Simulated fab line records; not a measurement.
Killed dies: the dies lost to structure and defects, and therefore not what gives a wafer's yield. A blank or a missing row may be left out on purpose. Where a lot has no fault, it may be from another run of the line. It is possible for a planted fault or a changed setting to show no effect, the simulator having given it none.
fab line records	flow nand-harc
record lots=24	wafers=72	last-day=33
route steps=1302 shown A_STAIRCASE@796 A_SGD_CUT@908 A_WL_FILL@972
lots that met no fault: from a run of the same line without faults
start-h: start of the lot's first displayed wafer, in hours after the record's first day	wait-h: hours elapsed since this lot's preceding step	" identical to the entry in the row above	L1.1+2: one row covering several wafers at once	- either no value or no given start	* or withheld: withheld	< > ~ a bound
route shown NAME@n: a module of which the file shows steps, and the number in the route of the first	usual: average and standard deviation across the fault-free wafers	same: alike in all rows	chamber/n: place in a boat	sites: the reading at each site	_std_site: standard deviation of those values	_edge_site: outer sites' mean less inner sites'	radius-mm: how far each site lies from the wafer's centre	mask NAME#n: copy n	behind: the tool/chamber that last shaped the wafer	hold: reason for holding the lot/hours on hold/outcome of the hold	device: which transistor (n, p or np) failed to switch	end of line: the route-end tests of the same wafers	for a step that has no rows: nothing shown but its recipe	killed: dies lost to structure and defects at the first sort, not the wafer's yield	map: a wafer's dies, marking killed ones x, the rest . and places with no die _
set.NAME: setting as actually run; set.NAME@STEP: the setting as run at that earlier step	model.NAME: the simulator's own value behind a step, which no gauge read
one table for each step of the route and one row for each wafer, over a sample of lots
services: a tool's chamber out of use, with start hour (start-h, from the record's first day; less than 0 if before it), hours out, and reason
## steps
# step NHARC_A_STAIRCASE_DEP_280
# recipe target-thk-a=300	target-thk-nm=30	temp-c=400	pressure-torr=3.5	flow-sccm=200	rf-w=350	material=SiON
# usual heater-power-w=708/68	susceptor-temp-C=400.02/0.22
lot.wafer	tool	chamber	start-h	wait-h	heater-power-w	since-wet-clean-h	susceptor-temp-C
L074.3	pecvd-02	1	371.04	1.0	703	131	399.92
L074.4	"	2	"	"	818	-	400.23
L074.6	"	1	"	"	696	-	399.87
L076.4	pecvd-01	2	388.83	0.7	636	-	400.23
L076.5	"	0	"	"	628	-	399.73
L076.6	"	1	"	"	703	-	399.95
L075.3	pecvd-02	2	389.05	1.0	746	149	399.99
L075.5	"	2	"	"	751	-	399.59
L075.4	"	0	"	"	698	-	400.09
L077.1	pecvd-01	0	402.08	1.5	614	78	400.46
L077.2	"	2	"	"	707	78	399.96
L077.4	"	1	"	"	652	-	399.70
L078.2	pecvd-01	2	416.72	1.3	735	93	400.20
L078.6	"	0	"	"	635	-	400.03
L078.4	"	1	"	"	680	-	400.04
L079.3	pecvd-02	0	426.97	0.9	705	6	399.67
L079.1	"	1	"	"	762	6	400.01
L079.5	"	2	"	"	737	-	400.25
L080.1	pecvd-01	1	428.31	1.8	660	104	400.21
L080.4	"	0	"	"	604	-	400.34
L080.5	"	1	"	"	658	-	400.20
L081.1	pecvd-03	0	448.23	1.6	760	69	400.16
L081.2	"	1	"	"	751	69	399.90
L081.4	"	0	"	"	757	-	399.85
L082.1	pecvd-01	1	462.39	1.6	726	138	400.02
L082.4	"	0	"	"	617	-	400.12
L082.6	"	1	"	"	574	-	399.94
L084.1	pecvd-02	2	470.48	1.5	781	50	400.16
L084.6	"	2	"	"	768	-	400.05
L084.5	"	0	"	"	621	-	400.28
L083.1	pecvd-03	0	472.37	1.6	741	93	399.74
L083.6	"	1	"	"	716	-	400.10
L083.4	"	0	"	"	758	-	399.51
L085.1	pecvd-02	0	487.42	1.6	695	66	399.93
L085.3	"	1	"	"	770	66	400.26
L085.5	"	0	"	"	678	-	400.30
L086.3	pecvd-03	1	489.17	1.0	721	110	399.97
L086.6	"	0	"	"	841	-	399.86
L086.4	"	2	"	"	715	-	399.75
L087.2	pecvd-01	2	506.50	1.3	628	1	399.91
L087.6	"	2	"	"	620	-	399.91
L087.4	"	0	"	"	698	-	399.79
L089.2	pecvd-03	1	514.24	1.2	651	135	400.23
L089.3	"	0	"	"	814	135	399.78
L089.5	"	1	"	"	655	-	399.99
L088.2	pecvd-01	2	516.94	1.3	707	12	399.91
L088.6	"	1	"	"	627	-	400.20
L088.5	"	2	"	"	722	-	399.67
L091.2	pecvd-02	1	541.53	1.3	802	121	400.00
L091.3	"	2	"	"	800	121	400.07
L091.5	"	0	"	"	667	-	400.28
L090.1	pecvd-02	2	547.21	1.6	773	126	400.08
L090.2	"	0	"	"	742	126	400.01
L090.6	"	1	"	"	842	-	399.98
L092.5	pecvd-02	1	567.46	0.4	801	-	400.38
L092.4	"	2	"	"	723	-	399.88
L092.6	"	0	"	"	641	-	399.93
L093.5	pecvd-03	0	568.32	0.4	841	-	400.27
L093.4	"	1	"	"	743	-	399.85
L093.6	"	2	"	"	691	-	400.17
L094.1	pecvd-02	0	569.26	1.6	691	148	400.05
L094.3	"	1	"	"	799	148	400.09
L094.4	"	0	"	"	667	-	400.13
L096.2	pecvd-01	0	586.28	1.3	588	81	399.87
L096.6	"	1	"	"	611	-	400.31
L096.5	"	2	"	"	672	-	400.31
L095.1	pecvd-02	0	588.20	1.6	715	167	400.12
L095.2	"	1	"	"	790	167	400.11
L095.6	"	2	"	"	741	-	400.34
L097.2	pecvd-01	1	605.59	1.2	643	101	399.70
L097.1	"	2	"	"	700	101	399.80
L097.5	"	2	"	"	715	-	399.49
# step NHARC_A_STAIRCASE_ETCH_292
# recipe cf4-flow-sccm=100	chf3-flow-sccm=30	ar-flow-sccm=0	rf-w=500	bias-w=200	chemistry=CF4/CHF3
# usual cf4-flow-sccm=100.01/0.29	drypump-motor-current-A=5.5/0.37	oes-product-au=0.936/0.019	rf-vpp-V=370.9/2.2	showerhead-plenum-p-Torr=1.59/0.064	throttle-valve-pct=16.802/0.009
lot.wafer	tool	chamber	start-h	wait-h	cf4-flow-sccm	drypump-motor-current-A	oes-product-au	rf-hours-counter-h	rf-vpp-V	showerhead-plenum-p-Torr	throttle-valve-pct
L074.3	rie-diel-04	0	371.94	0.1	100.07	5.8	0.933	3	371.7	1.58	16.800
L074.4	"	1	"	"	100.21	4.8	0.976	3	368.0	1.50	16.818
L074.6	"	2	"	"	99.83	5.8	0.963	-	374.4	1.68	16.806
L076.5	rie-diel-07	1	389.91	0.1	99.87	5.5	0.927	-	369.8	1.55	16.793
L076.4	"	2	"	"	100.29	5.6	0.917	-	370.4	1.57	16.812
L076.6	"	3	"	"	99.86	6.0	0.929	-	371.0	1.60	16.783
L075.4	rie-diel-04	0	390.02	0.1	99.92	5.8	0.918	11	371.0	1.57	16.790
L075.3	"	3	"	"	99.94	5.3	0.925	10	372.9	1.62	16.798
L075.5	"	1	"	"	99.68	4.8	0.936	-	367.2	1.50	16.798
L077.2	rie-diel-04	0	403.15	0.1	99.72	5.8	0.952	13	371.1	1.57	16.798
L077.4	"	2	"	"	99.89	5.8	0.989	10	373.2	1.67	16.808
L077.1	"	3	"	"	99.79	5.3	0.970	12	372.1	1.62	16.811
L078.2	rie-diel-07	1	417.74	0.1	99.92	5.5	0.933	34	369.3	1.55	16.809
L078.4	"	2	"	"	99.72	5.6	0.928	39	370.0	1.56	16.780
L078.6	"	3	"	"	99.30	6.0	0.916	-	371.2	1.60	16.802
L079.3	rie-diel-08	3	428.05	0.1	100.18	5.7	0.926	16	368.8	1.54	16.816
L079.1	"	1	"	"	100.04	6.0	0.918	17	375.6	1.70	16.794
L079.5	"	3	"	"	100.29	5.7	0.915	-	369.9	1.54	16.807
L080.4	rie-diel-04	3	429.34	0.1	100.21	5.3	0.933	20	371.6	1.62	16.806
L080.1	"	0	"	"	99.80	5.8	0.923	21	372.2	1.57	16.796
L080.5	"	3	"	"	99.83	5.3	0.933	-	371.8	1.62	16.809
L081.4	rie-diel-04	0	449.28	0.1	100.06	5.8	0.914	24	371.1	1.57	16.797
L081.2	"	1	"	"	100.03	4.8	0.934	23	367.4	1.50	16.815
L081.1	"	2	"	"	99.74	5.8	0.917	22	373.6	1.67	16.795
L082.4	rie-diel-04	1	464.08	0.4	100.03	4.8	0.936	28	367.1	1.50	16.796
L082.1	"	2	"	"	100.20	5.8	0.920	28	373.6	1.67	16.802
L082.6	"	1	"	"	100.32	4.8	0.938	-	368.0	1.50	16.811
L084.1	rie-diel-08	1	471.70	0.1	99.71	6.0	0.917	30	373.9	1.69	16.827
L084.5	"	2	"	"	99.56	5.4	0.947	-	366.7	1.51	16.812
L084.6	"	3	"	"	99.98	5.7	0.933	-	368.0	1.53	16.786
L083.1	rie-diel-08	1	473.39	0.1	100.54	6.0	0.953	31	375.3	1.69	16.786
L083.4	"	2	"	"	100.23	5.5	0.958	30	369.0	1.51	16.801
L083.6	"	2	"	"	99.83	5.4	0.957	-	365.6	1.51	16.814
L085.3	rie-diel-07	1	488.38	0.1	99.54	5.5	0.922	3	369.4	1.54	16.793
L085.1	"	2	"	"	100.06	5.6	0.919	2	370.0	1.56	16.810
L085.5	"	0	"	"	99.67	5.8	0.919	-	371.3	1.63	16.802
L086.4	rie-diel-08	3	490.08	0.1	99.74	5.7	0.918	38	369.4	1.53	16.807
L086.3	"	1	"	"	99.62	6.0	0.916	36	373.7	1.69	16.802
L086.6	"	3	"	"	99.45	5.7	0.933	-	367.8	1.53	16.795
L087.4	rie-diel-04	1	507.42	0.1	100.18	4.8	0.977	42	367.7	1.50	16.800
L087.2	"	0	"	"	99.81	5.9	0.959	43	371.8	1.57	16.795
L087.6	"	2	"	"	99.52	5.8	0.984	-	373.1	1.66	16.807
L089.2	rie-diel-04	2	515.18	0.1	100.11	5.8	0.923	45	373.5	1.66	16.801
L089.3	"	3	"	"	100.37	5.3	0.928	46	370.9	1.61	16.792
L089.5	"	3	"	"	100.09	5.3	0.942	-	370.5	1.61	16.805
L088.2	rie-diel-04	2	517.96	0.1	100.25	5.8	0.931	46	373.6	1.66	16.797
L088.5	"	1	"	"	100.22	4.8	0.929	-	368.6	1.50	16.800
L088.6	"	2	"	"	100.37	5.8	0.922	-	374.2	1.66	16.805
L091.3	rie-diel-04	1	542.61	0.1	100.01	4.8	0.968	0	369.0	1.49	16.800
L091.2	"	0	"	"	99.54	5.8	0.964	0	370.5	1.56	16.810
L091.5	"	2	"	"	100.22	5.8	0.962	-	374.4	1.66	16.809
L090.2	rie-diel-07	1	548.30	0.2	100.10	5.5	0.926	26	368.9	1.54	16.808
L090.1	"	0	"	"	100.15	5.8	0.928	26	371.3	1.62	16.810
L090.6	"	1	"	"	100.09	5.5	0.937	-	367.8	1.54	16.819
L092.4	rie-diel-04	3	568.49	0.1	100.27	5.3	0.933	8	371.4	1.61	16.798
L092.6	"	1	"	"	99.98	4.8	0.931	-	368.5	1.49	16.804
L092.5	"	2	"	"	99.97	5.8	0.922	-	372.7	1.66	16.813
L093.4	rie-diel-07	3	569.31	0.1	100.01	6.0	0.918	29	371.5	1.59	16.794
L093.6	"	3	"	"	99.86	6.0	0.925	-	370.7	1.59	16.792
L093.5	"	0	"	"	100.13	5.8	0.921	-	370.6	1.62	16.800
L094.3	rie-diel-08	1	570.35	0.1	100.24	6.0	0.942	7	373.5	1.68	16.806
L094.1	"	2	"	"	100.65	5.5	0.965	5	368.3	1.50	16.806
L094.4	"	3	"	"	99.79	5.7	0.942	5	370.3	1.53	16.810
L096.2	rie-diel-04	2	587.29	0.1	100.02	5.8	0.924	14	374.2	1.66	16.789
L096.6	"	2	"	"	100.13	5.8	0.921	-	372.1	1.66	16.813
L096.5	"	3	"	"	100.00	5.3	0.930	-	372.2	1.61	16.808
L095.2	rie-diel-08	3	589.31	0.1	100.07	5.7	0.918	10	369.5	1.52	16.793
L095.1	"	2	"	"	100.37	5.4	0.921	10	368.1	1.50	16.801
L095.6	"	0	"	"	99.91	5.3	0.922	-	373.0	1.65	16.817
L097.2	rie-diel-08	2	606.74	0.1	100.29	5.4	0.924	15	369.1	1.50	16.797
L097.1	"	1	"	"	100.49	6.0	0.928	17	373.0	1.68	16.806
L097.5	"	3	"	"	99.95	5.7	0.923	-	368.4	1.52	16.798
# step NHARC_A_SGD_CUT_ETCH_16
# recipe target-depth-a=3105	time-s=155.2	c4f8-flow-sccm=withheld	o2-flow-sccm=8	ar-flow-sccm=withheld	rf-w=600	bias-w=800	chemistry=C4F8/O2/Ar
# usual oes-product-au=0.972/0.015	rf-vpp-V=726/3.7
lot.wafer	tool	chamber	start-h	wait-h	oes-product-au	rf-hours-counter-h	rf-vpp-V
L074.4	rie-diel-13	0	-	-	0.990	4.6	721
L074.3	"	2	"	"	0.976	5.5	724
L074.6	"	3	"	"	0.976	-	730
L075.4	rie-diel-13	0	-	-	0.998	5.3	720
L075.3	"	1	"	"	0.988	6.2	727
L075.5	"	0	"	"	0.985	-	722
L076.4	rie-diel-02	1	-	-	0.972	2.6	729
L076.5	"	0	"	"	0.974	-	723
L076.6	"	1	"	"	0.988	-	728
L077.4	rie-diel-12	1	-	-	0.978	0.3	723
L077.2	"	2	"	"	0.972	0.3	715
L077.1	"	3	"	"	0.989	0.2	723
L078.2	rie-diel-02	1	-	-	0.979	3.8	728
L078.6	"	0	"	"	0.974	-	725
L078.4	"	1	"	"	0.991	-	729
L080.4	rie-diel-13	2	-	-	0.993	9.8	723
L080.1	"	3	"	"	0.970	8.5	730
L080.5	"	1	"	"	0.990	-	728
L079.3	rie-diel-02	0	-	-	0.962	4.2	725
L079.1	"	2	"	"	0.964	4.4	730
L079.5	"	0	"	"	0.961	-	723
L081.2	rie-diel-12	1	-	-	0.967	3.7	722
L081.1	"	3	"	"	0.982	3.8	724
L081.4	"	0	"	"	0.980	3.8	730
L082.1	rie-diel-02	2	-	-	0.983	6.1	729
L082.4	"	0	"	"	0.965	6.3	724
L082.6	"	2	"	"	0.982	-	728
L083.4	rie-diel-13	1	-	-	0.989	0.3	729
L083.1	"	2	"	"	0.970	0.2	724
L083.6	"	0	"	"	0.990	-	721
L084.1	rie-diel-12	1	-	-	0.943	6.7	722
L084.5	"	0	"	"	0.945	-	728
L084.6	"	1	"	"	0.945	-	722
L086.3	rie-diel-02	1	-	-	0.967	7.2	729
L086.4	"	2	"	"	0.955	6.8	727
L086.6	"	0	"	"	0.985	-	724
L085.1	rie-diel-02	0	-	-	0.986	7.7	724
L085.3	"	1	"	"	0.986	7.7	729
L085.5	"	3	"	"	0.960	-	730
L087.4	rie-diel-02	1	-	-	0.985	9.2	728
L087.2	"	2	"	"	0.985	9.2	728
L087.6	"	2	"	"	0.980	-	727
L088.2	rie-diel-13	2	-	-	0.996	2.7	723
L088.6	"	2	"	"	0.983	-	723
L088.5	"	3	"	"	0.969	-	730
L089.3	rie-diel-02	2	-	-	0.965	9.4	727
L089.2	"	0	"	"	0.984	9.1	725
L089.5	"	3	"	"	0.967	-	729
L091.2	rie-diel-13	0	-	-	0.984	4.4	721
L091.3	"	2	"	"	0.966	3.9	723
L091.5	"	1	"	"	0.962	-	728
L090.2	rie-diel-02	2	-	-	0.940	1.3	728
L090.1	"	3	"	"	0.925	1.6	730
L090.6	"	2	"	"	0.940	-	729
L094.1	rie-diel-13	3	-	-	0.940	6.0	730
L094.4	"	1	"	"	0.941	6.9	726
L094.3	"	2	"	"	0.949	6.1	725
L092.4	rie-diel-02	2	-	-	0.975	2.4	727
L092.5	"	1	"	"	0.968	-	727
L092.6	"	2	"	"	0.975	-	728
L093.4	rie-diel-13	2	-	-	0.964	6.5	723
L093.6	"	2	"	"	0.969	-	723
L093.5	"	3	"	"	0.967	-	730
L096.2	rie-diel-12	1	-	-	0.967	2.2	722
L096.5	"	1	"	"	0.967	-	722
L096.6	"	2	"	"	0.969	-	716
L095.1	rie-diel-13	3	-	-	0.992	8.0	728
L095.2	"	2	"	"	0.983	8.1	722
L095.6	"	0	"	"	0.971	-	720
L097.2	rie-diel-13	1	-	-	0.974	10.1	727
L097.1	"	2	"	"	0.965	9.5	723
L097.5	"	0	"	"	0.985	-	722
# step NHARC_A_SGD_CUT_STRIP_28
# recipe time-s=20	o2-flow-sccm=500	ar-flow-sccm=0	bias-w=0	chemistry=O2
# usual drypump-motor-current-A=6.11/0.28	oes-product-au=1.000/0.0063	rf-vpp-V=57.9/0.98	showerhead-plenum-p-Torr=3.60/0.13	throttle-valve-pct=17.035/0.0082
lot.wafer	tool	chamber	start-h	wait-h	drypump-motor-current-A	oes-product-au	rf-hours-counter-h	rf-vpp-V	showerhead-plenum-p-Torr	throttle-valve-pct
L074.4	rie-diel-12	0	-	-	6.25	1.008	14	56.5	3.69	17.032
L074.3	"	2	"	"	6.32	1.006	13	55.4	3.30	17.032
L074.6	"	0	"	"	6.22	1.000	-	57.4	3.69	17.025
L075.3	rie-diel-13	2	-	-	5.78	0.995	7	58.4	3.54	17.039
L075.4	"	3	"	"	5.89	1.005	5	58.0	3.75	17.037
L075.5	"	2	"	"	5.75	1.008	-	57.5	3.54	17.031
L076.4	rie-diel-02	2	-	-	6.00	1.001	3	58.2	3.70	17.025
L076.5	"	0	"	"	5.84	0.989	-	58.2	3.56	17.048
L076.6	"	1	"	"	6.35	1.003	-	58.8	3.72	17.045
L077.1	rie-diel-13	2	-	-	5.76	1.000	8	57.7	3.54	17.029
L077.2	"	0	"	"	6.58	1.001	7	56.4	3.44	17.049
L077.4	"	1	"	"	6.31	0.995	7	57.9	3.67	17.041
L078.2	rie-diel-12	2	-	-	6.32	0.993	2	56.9	3.30	17.023
L078.4	"	3	"	"	6.49	1.001	3	57.6	3.54	17.036
L078.6	"	1	"	"	5.73	0.994	-	58.6	3.46	17.035
L080.1	rie-diel-12	3	-	-	6.49	0.997	3	57.6	3.54	17.029
L080.4	"	0	"	"	6.22	1.009	3	57.4	3.69	17.026
L080.5	"	0	"	"	6.25	1.005	-	56.4	3.69	17.034
L079.3	rie-diel-02	0	-	-	5.81	0.999	5	58.6	3.56	17.032
L079.1	"	2	"	"	6.00	0.992	5	59.1	3.70	17.038
L079.5	"	0	"	"	5.81	1.001	-	57.3	3.56	17.038
L081.1	rie-diel-12	0	-	-	6.24	1.009	5	58.0	3.69	17.033
L081.4	"	2	"	"	6.32	1.005	5	56.3	3.30	17.031
L081.2	"	3	"	"	6.49	1.015	5	59.0	3.54	17.039
L082.1	rie-diel-02	2	-	-	6.00	1.003	6	60.2	3.70	17.022
L082.4	"	0	"	"	5.80	0.994	6	58.7	3.56	17.029
L082.6	"	1	"	"	6.41	1.001	-	59.9	3.72	17.029
L083.4	rie-diel-02	2	-	-	6.01	1.000	6	57.9	3.70	17.038
L083.1	"	1	"	"	6.37	0.996	6	56.8	3.72	17.043
L083.6	"	3	"	"	6.13	1.008	-	58.8	3.77	17.020
L084.1	rie-diel-12	2	-	-	6.31	1.004	7	56.5	3.30	17.027
L084.6	"	3	"	"	6.46	1.012	-	58.7	3.54	17.028
L084.5	"	0	"	"	6.25	1.000	-	57.1	3.69	17.047
L085.1	rie-diel-12	3	-	-	6.45	1.008	9	58.5	3.54	17.036
L085.3	"	1	"	"	5.68	0.997	8	57.8	3.46	17.031
L085.5	"	3	"	"	6.44	1.005	-	59.1	3.54	17.026
L086.3	rie-diel-13	0	-	-	6.59	1.004	2	58.3	3.43	17.029
L086.4	"	2	"	"	5.73	1.000	1	58.6	3.53	17.022
L086.6	"	3	"	"	5.92	1.007	-	58.2	3.75	17.037
L089.3	rie-diel-12	3	-	-	6.51	1.010	11	58.5	3.54	17.048
L089.2	"	1	"	"	5.67	0.994	10	58.1	3.46	17.037
L089.5	"	2	"	"	6.30	1.001	-	57.5	3.30	17.047
L087.4	rie-diel-13	3	-	-	5.95	1.011	3	57.6	3.75	17.041
L087.2	"	1	"	"	6.33	0.997	3	58.4	3.67	17.040
L087.6	"	3	"	"	5.93	0.995	-	58.0	3.75	17.045
L088.2	rie-diel-13	1	-	-	6.35	0.991	3	57.3	3.67	17.033
L088.6	"	2	"	"	5.69	1.002	-	57.1	3.53	17.032
L088.5	"	3	"	"	5.92	0.997	-	58.0	3.75	17.039
L091.3	rie-diel-02	2	-	-	6.03	0.997	1	57.0	3.69	17.017
L091.2	"	3	"	"	6.13	0.994	1	57.2	3.76	17.029
L091.5	"	2	"	"	6.02	0.999	-	58.5	3.69	17.037
L090.2	rie-diel-13	1	-	-	6.34	0.992	6	59.0	3.67	17.021
L090.1	"	0	"	"	6.57	1.010	6	57.7	3.43	17.053
L090.6	"	2	"	"	5.80	1.005	-	59.0	3.53	17.041
L092.4	rie-diel-02	0	-	-	5.81	0.995	2	56.3	3.56	17.044
L092.5	"	2	"	"	5.99	1.005	-	57.7	3.69	17.046
L092.6	"	3	"	"	6.13	0.993	-	59.7	3.76	17.026
L094.4	rie-diel-13	2	-	-	5.74	0.997	7	57.3	3.53	17.042
L094.3	"	3	"	"	5.91	1.007	7	58.9	3.75	17.026
L094.1	"	1	"	"	6.32	0.999	7	57.6	3.67	17.034
L093.4	rie-diel-13	0	-	-	6.53	1.005	7	56.0	3.43	17.055
L093.5	"	2	"	"	5.76	0.982	-	57.4	3.53	17.043
L093.6	"	3	"	"	5.89	1.001	-	56.7	3.75	17.044
L096.2	rie-diel-02	3	-	-	6.12	0.985	4	59.0	3.76	17.043
L096.5	"	1	"	"	6.40	0.998	-	56.4	3.72	17.021
L096.6	"	2	"	"	6.02	0.996	-	58.4	3.69	17.027
L095.1	rie-diel-12	0	-	-	6.28	1.010	1	58.3	3.68	17.034
L095.2	"	3	"	"	6.49	0.990	3	59.2	3.54	17.036
L095.6	"	1	"	"	5.72	0.999	-	57.3	3.45	17.043
L097.1	rie-diel-13	0	-	-	6.57	1.006	10	58.4	3.43	17.043
L097.2	"	1	"	"	6.37	1.003	10	58.4	3.67	17.030
L097.5	"	2	"	"	5.76	1.009	-	57.7	3.53	17.035
# step NHARC_A_SGD_CUT_INSPECT_25
# usual raw-defect-count=397/90
lot.wafer	tool	chamber	start-h	wait-h	raw-defect-count
L074.3	defect-inspect-01	-	440.71	-	432
L074.4	"	-	"	"	554
L074.6	"	-	"	"	567
L075.3	defect-inspect-01	-	452.94	-	366
L075.4	"	-	"	"	453
L075.5	"	-	"	"	371
L076.4	defect-inspect-02	-	452.97	-	335
L076.5	"	-	"	"	453
L076.6	"	-	"	"	428
L077.1	defect-inspect-01	-	463.90	-	478
L077.2	"	-	"	"	565
L077.4	"	-	"	"	558
L078.2	defect-inspect-02	-	481.74	-	441
L078.4	"	-	"	"	317
L078.6	"	-	"	"	392
L080.1	defect-inspect-02	-	490.32	-	292
L080.4	"	-	"	"	283
L080.5	"	-	"	"	314
L079.1	defect-inspect-01	-	490.32	-	320
L079.3	"	-	"	"	315
L079.5	"	-	"	"	377
L081.1	defect-inspect-02	-	508.27	-	507
L081.2	"	-	"	"	368
L081.4	"	-	"	"	414
L082.1	defect-inspect-01	-	529.21	-	382
L082.4	"	-	"	"	486
L082.6	"	-	"	"	459
L083.1	defect-inspect-01	-	535.17	-	351
L083.4	"	-	"	"	379
L083.6	"	-	"	"	402
L084.1	defect-inspect-02	-	535.32	-	355
L084.5	"	-	"	"	323
L084.6	"	-	"	"	432
L085.1	defect-inspect-01	-	550.25	-	379
L085.3	"	-	"	"	328
L085.5	"	-	"	"	317
L086.3	defect-inspect-02	-	550.25	-	411
L086.4	"	-	"	"	370
L086.6	"	-	"	"	337
L089.2	defect-inspect-01	-	574.45	-	381
L089.3	"	-	"	"	317
L089.5	"	-	"	"	344
L087.2	defect-inspect-02	-	574.48	-	348
L087.4	"	-	"	"	439
L087.6	"	-	"	"	276
L088.2	defect-inspect-01	-	574.54	-	400
L088.5	"	-	"	"	397
L088.6	"	-	"	"	577
L091.2	defect-inspect-01	-	603.80	-	365
L091.3	"	-	"	"	438
L091.5	"	-	"	"	532
L090.1	defect-inspect-02	-	613.08	-	348
L090.2	"	-	"	"	356
L090.6	"	-	"	"	344
L092.4	defect-inspect-02	-	633.04	-	329
L092.5	"	-	"	"	395
L092.6	"	-	"	"	304
L094.1	defect-inspect-02	-	633.13	-	318
L094.3	"	-	"	"	418
L094.4	"	-	"	"	332
L093.4	defect-inspect-01	-	633.18	-	322
L093.5	"	-	"	"	259
L093.6	"	-	"	"	321
L096.2	defect-inspect-01	-	651.42	-	388
L096.5	"	-	"	"	331
L096.6	"	-	"	"	379
L095.1	defect-inspect-02	-	651.45	-	319
L095.2	"	-	"	"	240
L095.6	"	-	"	"	282
L097.1	defect-inspect-01	-	668.62	-	401
L097.2	"	-	"	"	355
L097.5	"	-	"	"	292
# step NHARC_A_WL_FILL_ETCHBACK_26
# recipe target-depth-a=520	time-s=13.3	hbr-flow-sccm=150	rf-w=350	icp-w=350	bias-w=60	chemistry=HBr
# usual drypump-motor-current-A=5.8/0.4	oes-product-au=0.997/0.0077	throttle-valve-pct=23.265/0.0092
lot.wafer	tool	chamber	start-h	wait-h	drypump-motor-current-A	oes-product-au	rf-hours-counter-h	throttle-valve-pct
L074.3	rie-si-05	3	475.22	0.4	5.6	1.004	1.24	23.260
L074.4	"	0	"	"	5.3	1.005	1.13	23.272
L074.6	"	2	"	"	6.0	0.996	-	23.241
L075.4	rie-si-04	2	493.28	0.4	6.1	0.988	0.65	23.251
L075.3	"	3	"	"	5.7	0.985	0.71	23.263
L075.5	"	1	"	"	6.4	0.990	-	23.277
L076.4	rie-si-02	2	495.76	0.4	5.1	0.983	0.22	23.251
L076.5	"	2	"	"	5.1	0.985	-	23.263
L076.6	"	3	"	"	5.5	1.003	-	23.259
L077.2	rie-si-04	1	499.66	0.4	6.4	0.997	0.69	23.267
L077.4	"	2	"	"	6.1	0.993	0.66	23.259
L077.1	"	3	"	"	5.7	0.996	0.73	23.274
L078.4	rie-si-05	1	517.50	0.4	5.9	1.000	0.19	23.243
L078.2	"	2	"	"	6.0	0.983	0.21	23.261
L078.6	"	1	"	"	6.0	0.996	-	23.263
L080.1	rie-si-02	2	526.76	0.4	5.2	0.985	0.42	23.268
L080.4	"	3	"	"	5.5	1.004	0.41	23.270
L080.5	"	0	"	"	6.2	0.993	-	23.260
L079.3	rie-si-04	2	529.73	0.4	6.1	0.998	0.90	23.265
L079.1	"	1	"	"	6.4	1.004	0.96	23.265
L079.5	"	2	"	"	6.1	0.995	-	23.263
L081.2	rie-si-02	2	543.08	0.4	5.1	0.992	0.52	23.257
L081.4	"	3	"	"	5.5	1.006	0.47	23.268
L081.1	"	0	"	"	6.3	0.992	0.45	23.265
L082.1	rie-si-02	3	564.94	0.4	5.6	0.998	0.60	23.261
L082.4	"	2	"	"	5.1	0.975	0.67	23.263
L082.6	"	3	"	"	5.6	1.001	-	23.266
L084.1	rie-si-02	2	571.38	0.4	5.2	1.002	0.69	23.258
L084.6	"	2	"	"	5.1	0.995	-	23.272
L084.5	"	3	"	"	5.5	1.004	-	23.278
L083.4	rie-si-05	3	571.39	0.4	5.7	1.007	0.56	23.270
L083.1	"	1	"	"	5.9	0.991	0.67	23.265
L083.6	"	2	"	"	6.0	1.001	-	23.268
L086.4	rie-si-05	1	585.66	0.4	6.0	0.996	0.78	23.272
L086.3	"	3	"	"	5.6	1.003	0.63	23.271
L086.6	"	2	"	"	6.0	0.985	-	23.269
L085.1	rie-si-02	2	585.66	0.4	5.1	0.991	0.77	23.271
L085.3	"	1	"	"	5.8	1.000	0.72	23.265
L085.5	"	3	"	"	5.5	0.992	-	23.267
L089.2	rie-si-02	0	609.53	0.4	6.2	0.996	0.79	23.276
L089.3	"	2	"	"	5.2	0.986	0.93	23.269
L089.5	"	3	"	"	5.5	1.004	-	23.280
L087.4	rie-si-04	2	612.78	0.4	6.1	1.004	0.44	23.276
L087.2	"	1	"	"	6.4	1.011	0.46	23.269
L087.6	"	3	"	"	5.7	0.999	-	23.259
L088.2	rie-si-05	0	612.82	0.4	5.3	0.987	0.83	23.263
L088.5	"	1	"	"	5.9	0.990	-	23.282
L088.6	"	2	"	"	6.0	0.998	-	23.260
L091.2	rie-si-05	3	639.54	0.4	5.7	1.005	1.01	23.278
L091.3	"	0	"	"	5.3	0.993	0.97	23.268
L091.5	"	0	"	"	5.3	0.999	-	23.261
L090.1	rie-si-04	2	653.47	0.4	6.1	0.994	0.70	23.266
L090.2	"	3	"	"	5.7	0.992	0.50	23.234
L090.6	"	0	"	"	6.6	1.011	-	23.275
L092.4	rie-si-04	1	670.37	0.4	6.4	1.004	0.79	23.263
L092.6	"	1	"	"	6.4	1.002	-	23.263
L092.5	"	2	"	"	6.1	0.989	-	23.261
L094.3	rie-si-05	2	670.38	0.4	6.0	0.995	0.03	23.279
L094.4	"	3	"	"	5.6	1.010	0.02	23.276
L094.1	"	0	"	"	5.3	0.989	0.02	23.266
L093.4	rie-si-05	2	677.21	0.4	6.0	1.000	0.07	23.286
L093.6	"	1	"	"	5.9	1.002	-	23.255
L093.5	"	2	"	"	6.0	1.006	-	23.251
L095.2	rie-si-02	2	686.58	0.4	5.1	0.997	0.30	23.274
L095.1	"	0	"	"	6.3	0.996	0.34	23.260
L095.6	"	3	"	"	5.5	1.006	-	23.277
L096.2	rie-si-04	0	686.61	0.4	6.6	0.993	0.66	23.261
L096.6	"	2	"	"	6.1	1.009	-	23.276
L096.5	"	3	"	"	5.7	1.006	-	23.257
L097.1	rie-si-02	2	707.82	0.4	5.2	1.010	0.42	23.260
L097.2	"	3	"	"	5.5	1.010	0.42	23.260
L097.5	"	3	"	"	5.5	1.007	-	23.267
## services
tool	chamber	start-h	hours	kind
rie-diel-13	2	349.01	7.2	repair
rie-diel-13	3	349.88	16.1	repair
rie-diel-02	1	355.46	5.3	repair
rie-diel-04	-	356.20	9.0	pm
rie-diel-02	-	393.70	9.0	pm
rie-diel-02	3	413.28	5.1	repair
rie-diel-12	2	418.76	2.8	repair
rie-diel-12	0	419.83	8.6	repair
rie-diel-02	1	433.94	2.7	repair
rie-diel-12	2	445.34	4.5	repair
rie-diel-12	-	445.43	9.0	pm
rie-diel-13	-	458.41	0.8	repair
rie-diel-02	3	471.52	1.4	repair
rie-diel-12	-	517.53	2.0	repair
rie-diel-13	-	519.00	9.0	pm
rie-diel-04	-	533.20	9.0	pm
rie-diel-02	2	539.87	1.9	repair
rie-diel-04	2	556.72	1.8	repair
rie-diel-02	-	570.70	9.0	pm
rie-diel-12	-	577.77	1.1	repair
rie-diel-12	-	620.31	1.0	repair
rie-diel-12	-	622.43	9.0	pm
rie-diel-02	0	687.02	27.9	repair
rie-diel-13	-	696.00	9.0	pm
## key
fault none
